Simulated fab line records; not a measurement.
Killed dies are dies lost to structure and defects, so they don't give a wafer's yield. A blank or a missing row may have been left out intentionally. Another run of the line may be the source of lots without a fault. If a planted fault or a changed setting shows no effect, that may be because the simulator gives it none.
fab line records	flow n5Finfet
[record] lots = 9	wafers = 27	lastDay = 18
route steps=1938 shown SD_EPI_N@288 SD_EPI_P@304 SD_ACTIVATION@332 ILD0@335 BEOL_M4@1111 PASSIVATION@1936
lots with no fault: from the same line, run without faults
startH: the number of hours between the record's first day and the start of the first shown wafer of the lot	waitH: how many hours have passed since the lot's step before this one	" identical to the entry in the row above	L1.1+2: a single row standing in for several wafers	- no value present, or no start provided	* or withheld: withheld	< > ~ a bound
route shown NAME@n: a module of which the file shows steps, and the number in the route of the first	usual: mean and standard deviation over wafers with no fault	same: alike in all rows	chamber/n: place in a boat	sites: the reading at each site	_std_site: the standard deviation of these	_edge_site: the outer-site mean with the inner-site mean subtracted	radiusMm: how far each site lies from the wafer's centre	mask NAME#n: copy n	behind: tool/chamber where the wafer was last shaped	hold: why the lot went on hold/how many hours it stayed there/how the hold came to an end	device: which transistor (n, p or np) failed to switch	end of line: the route-end tests of the same wafers	a step with no rows: only its recipe	killed: at the first sort, the dies lost to defects and structure; wafer yield is something else	map: per-die view of a wafer (x killed, . not killed, _ where there is no die)
set.NAME: the setting as run; set.NAME@STEP: as run at that earlier step	model.NAME: the simulator's own value behind a step, which no gauge read
steps of the route over a sample of lots; a table a step, a row a wafer
services: a tool's chamber out of use, with start hour (startH, from the record's first day; less than 0 if before it), hours out, and reason
[[steps]]
[step N5_SD_EPI_N_EPI_21]
[recipe] material = Si:P	dopant = P	tempC = 680	pressureTorr = 255	timeS = 690
[same] timeS = 690
lot.wafer	tool	chamber	startH	waitH
L244.1+3+6	epiRpcvd-01	0	74.65	0.2
L247.1+3+5	epiRpcvd-02	0	91.52	0.1
L249.2+3+5	epiRpcvd-02	0	105.91	0.4
L252.1+4+5	epiRpcvd-01	0	122.99	0.1
L257.1+3+6	epiRpcvd-01	0	153.50	0.1
L258.2+4+6	epiRpcvd-04	0	161.23	0.4
L259.1+2+5	epiRpcvd-01	0	163.05	0.1
L260.1+2+6	epiRpcvd-01	0	171.76	0.3
L261.1+3+5	epiRpcvd-01	0	177.04	0.2
[step N5_SD_EPI_P_OVL_MEAS_10]
[recipe] pointsPerWafer = 44
[usual] SD_P_BLK_OVL = 0.2/0.82
lot.wafer	tool	chamber	startH	waitH	SD_P_BLK_OVL[nm]
L244.1	overlay-01	0	77.78	0.0	-2.6
L244.3	"	0	"	"	-2.1
L244.6	"	0	"	"	-1.6
L247.1	overlay-02	0	94.24	0.0	0.6
L247.3	"	0	"	"	0.0
L247.5	"	0	"	"	0.3
L249.2	overlay-01	0	108.51	0.0	1.5
L249.3	"	0	"	"	0.8
L249.5	"	0	"	"	0.0
L252.1	overlay-01	0	125.56	0.0	0.7
L252.4	"	0	"	"	0.3
L252.5	"	0	"	"	-0.3
L257.1	overlay-01	0	156.20	0.0	1.2
L257.3	"	0	"	"	0.8
L257.6	"	0	"	"	0.6
L258.2	overlay-02	0	163.65	0.0	-0.6
L258.4	"	0	"	"	-0.6
L258.6	"	0	"	"	-0.8
L259.1	overlay-01	0	165.64	0.0	-0.1
L259.2	"	0	"	"	0.4
L259.5	"	0	"	"	-0.2
L260.1	overlay-02	0	175.78	0.0	-0.7
L260.2	"	0	"	"	0.9
L260.6	"	0	"	"	-0.9
L261.1	overlay-02	0	180.62	0.0	1.2
L261.3	"	0	"	"	0.9
L261.5	"	0	"	"	0.3
[step N5_SD_EPI_P_EPI_MEAS_23]
[recipe] mode = xrd
[usual] thkNm = 61.1/1.2
lot.wafer	tool	chamber	startH	waitH	thkNm
L244.1	filmMetro-01	-	82.24	2.5	60.1
L244.3	"	-	"	"	63.3
L244.6	"	-	"	"	60.4
L247.1	filmMetro-02	-	98.68	2.4	61.2
L247.3	"	-	"	"	61.5
L247.5	"	-	"	"	62.3
L249.2	filmMetro-01	-	112.11	1.5	60.6
L249.3	"	-	"	"	60.4
L249.5	"	-	"	"	62.0
L252.1	filmMetro-02	-	129.18	1.9	62.6
L252.4	"	-	"	"	63.7
L252.5	"	-	"	"	63.5
L257.1	filmMetro-02	-	159.81	1.8	58.2
L257.3	"	-	"	"	58.0
L257.6	"	-	"	"	60.4
L258.2	filmMetro-01	-	167.27	1.5	62.6
L258.4	"	-	"	"	59.2
L258.6	"	-	"	"	62.1
L259.1	filmMetro-01	-	169.24	1.8	62.3
L259.2	"	-	"	"	62.7
L259.5	"	-	"	"	60.9
L260.1	filmMetro-01	-	180.59	1.8	61.8
L260.2	"	-	"	"	61.5
L260.6	"	-	"	"	60.3
L261.1	filmMetro-02	-	186.05	2.9	62.8
L261.3	"	-	"	"	62.5
L261.5	"	-	"	"	61.4
[step N5_SD_ACTIVATION_RS_MEAS_03]
[recipe] thkMeasGauge = four-point-probe
[usual] RS_SD_N = 21.9/0.31	RS_SD_P = 56.0/0.76
lot.wafer	tool	chamber	startH	waitH	RS_SD_N[ohm/sq]	RS_SD_P[ohm/sq]
L244.1	filmMetro-01	-	84.09	0.2	21.6	55.7
L244.3	"	-	"	"	21.8	55.4
L244.6	"	-	"	"	21.6	56.2
L247.1	filmMetro-02	-	99.45	0.2	22.4	55.1
L247.3	"	-	"	"	22.5	56.2
L247.5	"	-	"	"	22.2	55.1
L249.2	filmMetro-01	-	112.74	0.2	21.7	56.7
L249.3	"	-	"	"	22.1	55.7
L249.5	"	-	"	"	22.2	55.8
L252.1	filmMetro-01	-	129.79	0.2	21.7	55.7
L252.4	"	-	"	"	21.7	54.6
L252.5	"	-	"	"	21.4	55.0
L257.1	filmMetro-02	-	160.43	0.2	22.2	57.5
L257.3	"	-	"	"	21.6	57.9
L257.6	"	-	"	"	22.0	57.5
L258.2	filmMetro-01	-	167.90	0.2	21.5	55.4
L258.4	"	-	"	"	21.7	56.2
L258.6	"	-	"	"	21.7	55.7
L259.1	filmMetro-01	-	169.86	0.2	52.8	55.2
L259.2	"	-	"	"	53.1	56.1
L259.5	"	-	"	"	53.0	55.1
L260.1	filmMetro-02	-	181.19	0.2	57.7	56.3
L260.2	"	-	"	"	58.5	56.3
L260.6	"	-	"	"	57.7	55.6
L261.1	filmMetro-02	-	186.70	0.2	54.1	55.2
L261.3	"	-	"	"	53.5	54.6
L261.5	"	-	"	"	54.8	55.3
[step N5_ILD0_LINER_00]
[recipe] material = SiNx	targetThkA = 40	tempC = 400	aldPrecursorFamily = SiH2I2	aldCoReactant = N2/H2-plasma	pulseTimeS = 1	purgeTimeS = 2	coReactantPurgeTimeS = 2	aldCycles = 80	pressureTorr = 2
[usual] heaterPowerW = 878/88	precursorPulseHeightRel = 0.999/0.022
[same] pulseTimeS = 1
lot.wafer	tool	chamber	startH	waitH	heaterPowerW	precursorPulseHeightRel
L244.1	aldSin-01	0	84.46	0.0	922	1.033
L244.3	"	2	"	"	972	1.026
L244.6	"	0	"	"	912	1.033
L247.1	aldSin-03	1	100.98	1.2	988	0.984
L247.3	"	3	"	"	856	0.982
L247.5	"	3	"	"	843	0.985
L249.2	aldSin-01	1	113.34	0.3	777	0.962
L249.3	"	0	"	"	924	0.997
L249.5	"	0	"	"	933	0.984
L252.1	aldSin-01	0	130.14	0.0	925	1.043
L252.4	"	1	"	"	771	1.029
L252.5	"	1	"	"	781	0.998
L257.1	aldSin-03	1	160.79	0.0	994	1.004
L257.3	"	0	"	"	741	1.014
L257.6	"	2	"	"	949	1.034
L258.2	aldSin-01	3	168.26	0.1	821	0.989
L258.4	"	2	"	"	1008	0.993
L258.6	"	2	"	"	1008	1.015
L259.1	aldSin-01	3	170.22	0.0	822	0.964
L259.2	"	2	"	"	1003	0.981
L259.5	"	1	"	"	778	1.026
L260.1	aldSin-03	1	181.68	0.2	993	0.989
L260.2	"	2	"	"	954	1.028
L260.6	"	1	"	"	980	0.965
L261.1	aldSin-02	1	187.21	0.2	732	0.960
L261.3	"	3	"	"	935	1.010
L261.5	"	1	"	"	744	0.975
[step N5_BEOL_M4_RC_MEAS_101]
[usual] DIBL_N = 36.5/1.8	DIBL_P = 36.5/2.1	IOFF_N = 0.17/0.031	IOFF_N_85C = 3.3/0.51	IOFF_N_LIN = 0.078/0.012	IOFF_P = 0.22/0.036	ION_N = 677/11	ION_P = 463/8	RC_DENSE_N = 18.5/0.5	RC_N = 15.1/0.4	REXT_N = 74.9/1.8	RS_SD_N = 28.4/0.41	SS_N = 71.6/0.61	SS_P = 73.3/0.63	VT_N = 249/3.1	VT_N_LVT = 97/3.5	VT_P = -250/3.3
lot.wafer	tool	chamber	startH	waitH	DIBL_N[mV/V]	DIBL_P[mV/V]	IOFF_N[nA/um]	IOFF_N_85C[nA/um]	IOFF_N_LIN[nA/um]	IOFF_P[nA/um]	ION_N[uA/um]	ION_P[uA/um]	RC_DENSE_N[ohm.um]	RC_N[ohm.um]	REXT_N[ohm.um]	RS_SD_N[ohm/sq]	SS_N[mV/dec]	SS_P[mV/dec]	VT_N[mV]	VT_N_LVT[mV]	VT_P[mV]
L244.1	prober-01	0	189.47	0.0	37.0	36.2	0.16	3.2	0.077	0.20	671	458	18.5	14.9	73.0	28.2	71.6	73.5	247	97	-251
L244.3	"	0	"	"	38.6	39.5	0.19	3.6	0.087	0.25	691	474	18.1	14.8	73.6	27.9	71.3	74.3	247	96	-247
L244.6	"	0	"	"	36.6	36.2	0.15	2.9	0.071	0.20	676	469	18.0	14.8	73.8	27.9	70.8	73.4	249	99	-248
L247.1	prober-01	0	211.96	0.0	36.8	35.8	0.16	3.3	0.078	0.21	675	460	18.4	15.2	75.7	28.8	71.4	73.3	248	98	-249
L247.3	"	0	"	"	33.8	32.8	0.12	2.5	0.061	0.16	673	459	18.9	15.4	75.5	28.7	71.0	72.4	251	101	-254
L247.5	"	0	"	"	35.6	34.7	0.15	3.0	0.072	0.19	670	461	19.1	15.3	74.8	28.6	71.0	72.5	249	99	-248
L249.2	prober-01	0	219.91	0.2	35.8	36.4	0.17	3.3	0.079	0.23	672	466	18.9	15.3	77.0	28.4	71.5	73.6	248	96	-248
L249.3	"	0	"	"	34.3	34.1	0.15	2.9	0.070	0.21	671	465	19.5	16.0	77.9	28.5	70.8	72.8	246	97	-248
L249.5	"	0	"	"	36.0	36.2	0.17	3.2	0.077	0.24	672	467	19.3	15.9	79.1	28.8	71.8	74.1	248	98	-245
L252.1	prober-01	0	243.41	0.0	36.8	35.4	0.17	3.3	0.078	0.22	663	456	18.3	15.1	76.1	28.1	71.9	73.8	250	100	-248
L252.4	"	0	"	"	37.6	35.9	0.19	3.6	0.083	0.24	664	454	18.8	15.3	76.1	27.8	72.6	73.5	248	99	-249
L252.5	"	0	"	"	34.3	33.2	0.14	2.8	0.069	0.20	667	457	19.1	15.5	76.4	27.7	71.6	72.9	250	101	-249
L257.1	prober-01	0	274.17	0.0	33.8	31.6	0.12	2.6	0.063	0.16	667	455	18.5	15.2	73.7	29.0	70.6	71.7	252	98	-252
L257.3	"	0	"	"	37.1	35.1	0.19	3.8	0.087	0.22	681	460	18.2	14.9	72.5	28.2	71.2	73.0	245	93	-246
L257.6	"	0	"	"	35.9	33.6	0.17	3.4	0.078	0.19	668	455	18.4	15.2	73.6	28.4	71.5	73.0	247	94	-251
L259.1	prober-02	0	274.38	0.0	28.9	38.0	0.07	1.6	0.041	0.29	553	475	47.5	38.8	165.7	64.9	70.4	73.8	266	111	-242
L259.2	"	0	"	"	27.8	36.8	0.07	1.5	0.040	0.27	558	482	45.2	37.1	164.3	65.3	69.5	73.5	265	111	-243
L259.5	"	0	"	"	28.5	37.7	0.07	1.6	0.041	0.30	556	478	49.3	40.3	169.7	65.1	70.2	73.9	267	111	-241
L258.2	prober-02	0	277.49	0.2	38.7	39.5	0.19	3.7	0.088	0.25	680	469	19.4	15.9	76.9	28.1	71.8	73.7	247	95	-249
L258.4	"	0	"	"	35.6	35.4	0.13	2.7	0.065	0.19	669	461	19.5	15.9	77.3	28.1	71.8	73.0	253	101	-252
L258.6	"	0	"	"	38.0	37.7	0.17	3.4	0.080	0.22	669	460	19.5	15.8	77.5	28.1	72.6	73.1	249	96	-249
L260.1	prober-01	0	306.24	0.0	26.8	37.2	0.05	1.2	0.032	0.20	536	467	50.6	41.1	169.7	70.9	68.9	73.8	270	118	-252
L260.2	"	0	"	"	25.8	35.6	0.05	1.1	0.029	0.18	534	464	52.1	42.8	169.8	72.0	69.8	73.4	270	120	-252
L260.6	"	0	"	"	26.2	36.1	0.05	1.2	0.030	0.19	533	465	50.3	41.2	167.6	71.0	69.8	73.8	269	119	-250
L261.1	prober-02	0	309.07	0.0	24.2	32.2	0.04	1.0	0.025	0.17	519	458	48.1	38.7	160.4	66.1	68.7	72.9	272	123	-252
L261.3	"	0	"	"	27.7	36.9	0.06	1.4	0.034	0.22	531	463	48.1	39.3	161.6	65.8	70.4	72.4	270	118	-249
L261.5	"	0	"	"	25.4	33.5	0.05	1.1	0.028	0.18	532	464	47.3	38.9	162.8	67.6	69.1	72.5	271	120	-249
[step N5_PASSIVATION_PROBE_49]
[usual] defectLimitedYield = 91.4/1.5	killed_at_M0_to_M3 = 35/11	killed_at_M4_up = 16/7	killedAtContacts = 11/5.3	killedAtFrontEnd = 37/11	killedAtOther = 3.1/2.8	killedDies = 102/18	killedOnRim = 13/3.7	killedOpen = 69/15	killedShort = 31/7.8	sort_bin_5_function = 5.1/1.1	sort_bin_6_memory = 3.2/0.69	sort_bin_8_speed = 0.00/0.016	sortNPass = 1078/18	sortYieldPct = 91.4/1.5
[same] grossDies = 1180	killedAtBackSide = 0	sort_bin_4_leakage[%] = 0
lot.wafer	tool	chamber	startH	waitH	defectLimitedYield[%]	killed_at_M0_to_M3	killed_at_M4_up	killedAtContacts	killedAtFrontEnd	killedAtOther	killedDies	killedOnRim	killedOpen	killedShort	sort_bin_5_function[%]	sort_bin_6_memory[%]	sort_bin_8_speed[%]	sortNPass	sortYieldPct[%]
L244.1	prober-01	-	301.03	0.0	88.0	64	26	16	28	8	142	26	102	39	6.8	4.7	0	1038	88.0
L244.3	prober-01	-	301.13	0.1	88.6	42	34	22	35	2	135	16	109	25	6.8	4.5	0	1045	88.6
L244.6	prober-01	-	301.28	0.3	91.1	33	18	13	38	3	105	14	72	32	5.8	2.9	0	1075	91.1
L247.1	prober-01	-	313.43	0.0	91.0	56	6	11	31	2	106	17	59	47	5.5	3.1	0	1074	91.0
L247.3	prober-01	-	313.53	0.1	87.5	64	21	17	45	0	147	22	90	51	7.2	4.6	0	1033	87.5
L247.5	prober-01	-	313.63	0.2	91.7	42	12	11	31	2	98	14	62	34	4.7	3.4	0	1082	91.7
L249.2	prober-01	-	318.90	0.1	93.3	14	22	13	30	0	79	10	55	20	3.7	2.9	0	1101	93.3
L249.3	prober-01	-	318.95	0.1	91.9	25	18	17	31	4	95	16	60	32	4.2	3.7	0	1085	91.9
L249.5	prober-01	-	319.05	0.2	92.0	33	10	15	34	2	94	13	65	25	4.7	3.1	0	1086	92.0
L252.1	prober-02	-	352.64	0.0	89.2	53	11	9	54	0	127	21	88	38	7.1	3.2	0	1053	89.2
L252.4	prober-02	-	352.79	0.2	91.9	29	10	13	41	2	95	16	50	36	4.3	3.2	0	1085	91.9
L252.5	prober-02	-	352.84	0.2	91.9	15	17	8	52	3	95	8	68	22	4.6	3.1	0	1085	91.9
L259.1	prober-02	-	382.42	0.0	89.9	37	18	11	51	2	119	16	83	36	5.8	4.2	89.92	0	0
L259.2	prober-02	-	382.47	0.1	90.0	33	12	33	40	0	118	15	77	41	7.3	2.5	90.00	0	0
L259.5	prober-02	-	382.62	0.2	89.3	18	13	14	77	4	126	19	88	35	6.1	4.2	89.32	0	0
L257.1	prober-02	-	383.19	0.0	89.9	44	21	12	41	1	119	12	79	34	5.8	3.5	0	1061	89.9
L257.3	prober-02	-	383.29	0.1	91.7	38	10	9	41	0	98	18	67	29	5.3	2.7	0	1082	91.7
L257.6	prober-02	-	383.44	0.3	92.3	46	12	8	24	1	91	9	69	18	4.7	2.6	0	1089	92.3
L258.2	prober-01	-	390.83	0.1	91.3	44	11	11	33	4	103	15	71	32	4.7	3.6	0	1077	91.3
L258.4	prober-01	-	390.93	0.2	93.9	27	10	9	19	7	72	13	52	20	4.2	1.4	0	1108	93.9
L258.6	prober-01	-	391.03	0.3	92.7	16	17	17	34	2	86	15	57	28	4.2	3.0	0	1094	92.7
L260.1	prober-02	-	424.38	0.0	93.2	30	21	9	20	0	80	14	54	24	4.0	2.5	93.22	0	0
L260.2	prober-02	-	424.43	0.1	90.9	39	17	12	38	1	107	13	84	20	5.9	3.0	90.93	0	0
L260.6	prober-02	-	424.63	0.3	92.5	21	17	6	42	3	89	11	61	28	4.7	2.8	92.46	0	0
L261.1	prober-01	-	424.98	0.0	89.7	31	19	16	51	4	121	20	80	37	5.5	4.2	89.75	0	0
L261.3	prober-01	-	425.08	0.1	90.6	25	13	13	54	6	111	14	70	41	6.5	2.5	90.59	0	0
L261.5	prober-01	-	425.18	0.2	90.7	33	12	11	46	8	110	14	60	36	5.1	2.9	90.68	0	0
// killed by level:class
L244.1 BEOL_M3:geometricParticle:open=18 BEOL_M4:geometricParticle:open=17 MOL_CONTACT_COAG:geometricParticle:open=13 BEOL_M0_SAQP:geometricParticle:open=12 BEOL_M1:geometricParticle:open=11 BEOL_M0_SAQP:geometricParticle:short=10 BEOL_M2:geometricParticle:open=7 FIN_SAQP:geometricParticle:short=5
L244.3 MOL_CONTACT_COAG:geometricParticle:open=20 BEOL_M4:geometricParticle:open=18 STI_FIN_REVEAL:geometricParticle:open=14 BEOL_M0_SAQP:geometricParticle:open=9 DUMMY_GATE:geometricParticle:open=9 BEOL_M3:geometricParticle:open=9 BEOL_M5:geometricParticle:open=8 BEOL_M2:geometricParticle:open=7
L244.6 MOL_CONTACT_COAG:geometricParticle:open=12 BEOL_M3:geometricParticle:open=12 BEOL_M4:geometricParticle:open=11 FIN_SAQP:geometricParticle:short=9 BEOL_M2:geometricParticle:open=7 STI_FIN_REVEAL:geometricParticle:open=6 BEOL_M0_SAQP:geometricParticle:short=5 STARTING-WAFER:geometricParticle:open=4
L247.1 BEOL_M0_SAQP:geometricParticle:short=22 BEOL_M0_SAQP:geometricParticle:open=18 MOL_CONTACT_COAG:geometricParticle:open=9 BEOL_M1:geometricParticle:open=6 GATE_CUT:geometricParticle:short=5 FIN_SAQP:geometricParticle:open=4 FIN_SAQP:geometricParticle:short=4 STI_FIN_REVEAL:geometricParticle:open=3
L247.3 BEOL_M0_SAQP:geometricParticle:open=30 BEOL_M0_SAQP:geometricParticle:short=27 FIN_SAQP:geometricParticle:open=18 MOL_CONTACT_COAG:geometricParticle:open=13 FIN_SAQP:geometricParticle:short=9 BEOL_M4:geometricParticle:open=8 DUMMY_GATE:geometricParticle:open=5 MOL_CONTACT_COAG:geometricParticle:short=4
L247.5 BEOL_M0_SAQP:geometricParticle:open=15 BEOL_M0_SAQP:geometricParticle:short=14 MOL_CONTACT_COAG:geometricParticle:open=9 FIN_SAQP:geometricParticle:open=6 BEOL_M4:geometricParticle:open=6 DUMMY_GATE:geometricParticle:open=5 BEOL_M1:geometricParticle:open=5 FIN_SAQP:geometricParticle:short=4
L249.2 STI_FIN_REVEAL:geometricParticle:open=10 MOL_CONTACT_COAG:geometricParticle:open=10 BEOL_M4:geometricParticle:short=8 BEOL_M4:geometricParticle:open=6 DUMMY_GATE:geometricParticle:open=5 BEOL_M0_SAQP:geometricParticle:open=5 BEOL_M5:geometricParticle:open=5 GATE_CUT:geometricParticle:open=4
L249.3 MOL_CONTACT_COAG:geometricParticle:open=14 BEOL_M4:geometricParticle:open=8 BEOL_M0_SAQP:geometricParticle:short=7 FIN_SAQP:geometricParticle:open=6 BEOL_M1:geometricParticle:open=5 STI_FIN_REVEAL:geometricParticle:open=4 ILD0:geometricParticle:open=4 BEOL_M2:geometricParticle:open=4
L249.5 MOL_CONTACT_COAG:geometricParticle:open=11 STI_FIN_REVEAL:geometricParticle:open=9 BEOL_M1:geometricParticle:open=8 BEOL_M2:geometricParticle:open=8 GATE_CUT:geometricParticle:open=7 GATE_CUT:geometricParticle:short=5 FIN_SAQP:geometricParticle:open=4 BEOL_M0_SAQP:geometricParticle:open=4
L252.1 BEOL_M3:geometricParticle:open=22 FIN_SAQP:geometricParticle:short=11 FIN_SAQP:geometricParticle:open=10 MOL_CONTACT_COAG:geometricParticle:open=9 BEOL_M1:geometricParticle:open=8 DUMMY_GATE:geometricParticle:open=7 BEOL_M2:geometricParticle:open=5 STARTING-WAFER:geometricParticle:short=5
L252.4 BEOL_M3:geometricParticle:open=11 DUMMY_GATE:geometricParticle:open=9 MOL_CONTACT_COAG:geometricParticle:open=8 STI_FIN_REVEAL:geometricParticle:open=7 STARTING-WAFER:geometricParticle:short=7 BEOL_M0_SAQP:geometricParticle:short=6 DUMMY_GATE:geometricParticle:short=4 BEOL_M4:geometricParticle:open=4
L252.5 FIN_SAQP:geometricParticle:open=11 GATE_CUT:geometricParticle:open=11 FIN_SAQP:geometricParticle:short=8 STI_FIN_REVEAL:geometricParticle:open=7 MOL_CONTACT_COAG:geometricParticle:open=7 BEOL_M3:geometricParticle:open=6 DUMMY_GATE:geometricParticle:open=5 BEOL_M4:geometricParticle:open=4
L259.1 STI_FIN_REVEAL:geometricParticle:open=18 MOL_CONTACT_COAG:geometricParticle:open=10 BEOL_M1:geometricParticle:open=10 BEOL_M4:geometricParticle:open=9 FIN_SAQP:geometricParticle:short=8 BEOL_M3:geometricParticle:open=8 FIN_SAQP:geometricParticle:open=6 BEOL_M0_SAQP:geometricParticle:short=5
L259.2 MOL_CONTACT_COAG:geometricParticle:open=25 STI_FIN_REVEAL:geometricParticle:open=16 MOL_CONTACT_COAG:geometricParticle:short=8 BEOL_M1:geometricParticle:open=7 FIN_SAQP:geometricParticle:short=6 BEOL_M0_SAQP:geometricParticle:short=6 STI_FIN_REVEAL:geometricParticle:short=5 BEOL_M0:geometricParticle:open=4
L259.5 STI_FIN_REVEAL:geometricParticle:open=24 DUMMY_GATE:geometricParticle:open=13 MOL_CONTACT_COAG:geometricParticle:open=12 FIN_SAQP:geometricParticle:open=11 STI_FIN_REVEAL:geometricParticle:short=11 BEOL_M1:geometricParticle:open=6 FIN_SAQP:geometricParticle:short=5 BEOL_M4:geometricParticle:open=5
L257.1 BEOL_M1:geometricParticle:open=15 BEOL_M2:geometricParticle:open=11 MOL_CONTACT_COAG:geometricParticle:open=10 DUMMY_GATE:geometricParticle:open=7 BEOL_M4:geometricParticle:open=7 STI_FIN_REVEAL:geometricParticle:open=6 FIN_SAQP:geometricParticle:short=4 GATE_CUT:geometricParticle:short=4
L257.3 BEOL_M1:geometricParticle:open=9 BEOL_M2:geometricParticle:open=9 MOL_CONTACT_COAG:geometricParticle:open=8 STI_FIN_REVEAL:geometricParticle:open=6 GATE_CUT:geometricParticle:short=5 BEOL_M0_SAQP:geometricParticle:short=5 BEOL_M3:geometricParticle:open=5 BEOL_M4:geometricParticle:open=5
L257.6 BEOL_M1:geometricParticle:open=13 BEOL_M2:geometricParticle:open=8 BEOL_M0_SAQP:geometricParticle:open=8 BEOL_M3:geometricParticle:open=8 MOL_CONTACT_COAG:geometricParticle:open=7 BEOL_M0_SAQP:geometricParticle:short=4 STI_FIN_REVEAL:geometricParticle:open=3 DUMMY_GATE:geometricParticle:open=3
L258.2 STI_FIN_REVEAL:geometricParticle:open=11 BEOL_M0_SAQP:geometricParticle:short=11 MOL_CONTACT_COAG:geometricParticle:open=10 BEOL_M2:geometricParticle:open=9 BEOL_M0_SAQP:geometricParticle:open=8 BEOL_M3:geometricParticle:open=6 FIN_SAQP:geometricParticle:short=5 BEOL_M4:geometricParticle:open=5
L258.4 MOL_CONTACT_COAG:geometricParticle:open=8 BEOL_M0_SAQP:geometricParticle:open=7 BEOL_M4:geometricParticle:open=7 BEOL_M2:geometricParticle:open=5 BEOL_M0:geometricParticle:open=4 BEOL_M3:geometricParticle:open=4 FIN_SAQP:geometricParticle:open=3 FIN_SAQP:geometricParticle:short=3
L258.6 MOL_CONTACT_COAG:geometricParticle:open=12 FIN_SAQP:geometricParticle:short=6 STI_FIN_REVEAL:geometricParticle:open=6 FIN_SAQP:geometricParticle:open=5 DUMMY_GATE:geometricParticle:open=5 MOL_CONTACT_COAG:geometricParticle:short=5 BEOL_M4:geometricParticle:open=5 BEOL_M0_SAQP:geometricParticle:short=4
L260.1 MOL_CONTACT_COAG:geometricParticle:open=8 BEOL_M0_SAQP:geometricParticle:open=7 BEOL_M0_SAQP:geometricParticle:short=6 BEOL_M1:geometricParticle:open=6 BEOL_M4:geometricParticle:open=6 FIN_SAQP:geometricParticle:open=4 DUMMY_GATE:geometricParticle:open=4 GATE_CUT:geometricParticle:short=4
L260.2 BEOL_M3:geometricParticle:open=15 FIN_SAQP:geometricParticle:open=11 MOL_CONTACT_COAG:geometricParticle:open=11 DUMMY_GATE:geometricParticle:open=7 BEOL_M4:geometricParticle:open=7 BEOL_M1:geometricParticle:open=7 BEOL_M0_SAQP:geometricParticle:open=6 STI_FIN_REVEAL:geometricParticle:open=5
L260.6 STI_FIN_REVEAL:geometricParticle:open=11 FIN_SAQP:geometricParticle:open=9 GATE_CUT:geometricParticle:short=7 MOL_CONTACT_COAG:geometricParticle:open=5 BEOL_M2:geometricParticle:open=5 BEOL_M5:geometricParticle:open=4 BEOL_M0_SAQP:geometricParticle:open=4 BEOL_M1:geometricParticle:open=4
L261.1 STI_FIN_REVEAL:geometricParticle:open=16 MOL_CONTACT_COAG:geometricParticle:open=13 BEOL_M2:geometricParticle:open=9 BEOL_M0_SAQP:geometricParticle:short=7 FIN_SAQP:geometricParticle:short=6 FIN_SAQP:geometricParticle:open=5 BEOL_M3:geometricParticle:open=5 BEOL_M5:geometricParticle:open=5
L261.3 FIN_SAQP:geometricParticle:open=14 STI_FIN_REVEAL:geometricParticle:open=12 FIN_SAQP:geometricParticle:short=9 MOL_CONTACT_COAG:geometricParticle:open=8 BEOL_M0_SAQP:geometricParticle:short=8 BEOL_M2:geometricParticle:open=6 BEOL_M3:geometricParticle:open=6 DUMMY_GATE:geometricParticle:open=5
L261.5 HKMG_FIN:areaEtch=14 BEOL_M0_SAQP:geometricParticle:short=11 MOL_CONTACT_COAG:geometricParticle:open=10 STI_FIN_REVEAL:geometricParticle:open=8 FIN_SAQP:geometricParticle:short=6 FIN_SAQP:geometricParticle:open=5 BEOL_M0_SAQP:geometricParticle:open=5 BEOL_M2:geometricParticle:open=5
[[services]]
tool	chamber	startH	hours	kind
aldSin-02	-	87.15	14.0	pm
aldSin-02	0	87.15	14.0	ventCycle
aldSin-02	1	87.15	14.0	ventCycle
aldSin-02	2	87.15	14.0	ventCycle
aldSin-02	3	87.15	14.0	ventCycle
aldSin-02	-	101.15	6.1	pm
aldSin-02	0	101.15	-	clean
aldSin-02	1	101.15	-	clean
aldSin-02	2	101.15	-	clean
aldSin-02	3	101.15	-	clean
aldSin-03	-	130.20	1.2	repair
aldSin-01	0	144.35	15.5	repair
aldSin-02	3	158.10	10.5	repair
aldSin-03	1	166.43	8.9	repair
aldSin-02	2	171.21	14.8	repair
[[key]]
[firstSign] step = N5_SD_ACTIVATION_RS_MEAS_03	reading = RS_SD_N	direction = up	sigmas = 99+	usual = 21.9	struck = 55.0
[effect] step = N5_BEOL_M4_RC_MEAS_101	reading = RS_SD_N	direction = up	sigmas = 95	usual = 28.4	struck = 67.6
[effect] step = N5_BEOL_M4_RC_MEAS_101	reading = RC_N	direction = up	sigmas = 62	usual = 15.1	struck = 39.8
[effect] step = N5_BEOL_M4_RC_MEAS_101	reading = RC_DENSE_N	direction = up	sigmas = 60	usual = 18.5	struck = 48.7
[effect] step = N5_BEOL_M4_RC_MEAS_101	reading = REXT_N	direction = up	sigmas = 52	usual = 74.9	struck = 165.7
[effect] step = N5_BEOL_M4_RC_MEAS_101	reading = ION_N	direction = down	sigmas = 12	usual = 677	struck = 539
[effect] step = N5_BEOL_M4_RC_MEAS_101	reading = VT_N	direction = up	sigmas = 6.7	usual = 249	struck = 269
[effect] step = N5_BEOL_M4_RC_MEAS_101	reading = VT_N_LVT	direction = up	sigmas = 5.8	usual = 97	struck = 117
[effect] step = N5_BEOL_M4_RC_MEAS_101	reading = DIBL_N	direction = down	sigmas = 5.5	usual = 36.5	struck = 26.8
[effect] step = N5_BEOL_M4_RC_MEAS_101	reading = IOFF_N_85C	direction = down	sigmas = 3.9	usual = 3.3	struck = 1.3
[effect] step = N5_BEOL_M4_RC_MEAS_101	reading = IOFF_N_LIN	direction = down	sigmas = 3.7	usual = 0.078	struck = 0.033
[effect] step = N5_BEOL_M4_RC_MEAS_101	reading = IOFF_N	direction = down	sigmas = 3.6	usual = 0.17	struck = 0.06
[effect] step = N5_BEOL_M4_RC_MEAS_101	reading = SS_N	direction = down	sigmas = 3.1	usual = 71.6	struck = 69.7
[effect] step = N5_PASSIVATION_PROBE_49	reading = sort_bin_8_speed	direction = up	sigmas = 99+	usual = 0.00	struck = 90.76
metAt N5_SD_EPI_N_EPI_21
struckLots L259,L260,L261
[baselineLoss] step = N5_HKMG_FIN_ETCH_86	wafers = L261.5
notActingAt N5_SD_EPI_P_OVL_MEAS_10,N5_SD_EPI_P_EPI_MEAS_23,N5_ILD0_LINER_00
onsetBetween 153.50 163.05
alsoFits time
[fault] kind = processParameterDrift	tool = epiRpcvd-01	chamber = -	onsetH = 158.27	steps = N5_SD_EPI_N_EPI_21	channel = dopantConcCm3	offset = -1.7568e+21	shape = step	endH = 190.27	actsIn = theseRecipesOnly	stated = 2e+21
// baselineLoss: these wafers lose ten dies or more at that step, a loss of the line's own and not of a fault; the sort's usual values leave them out
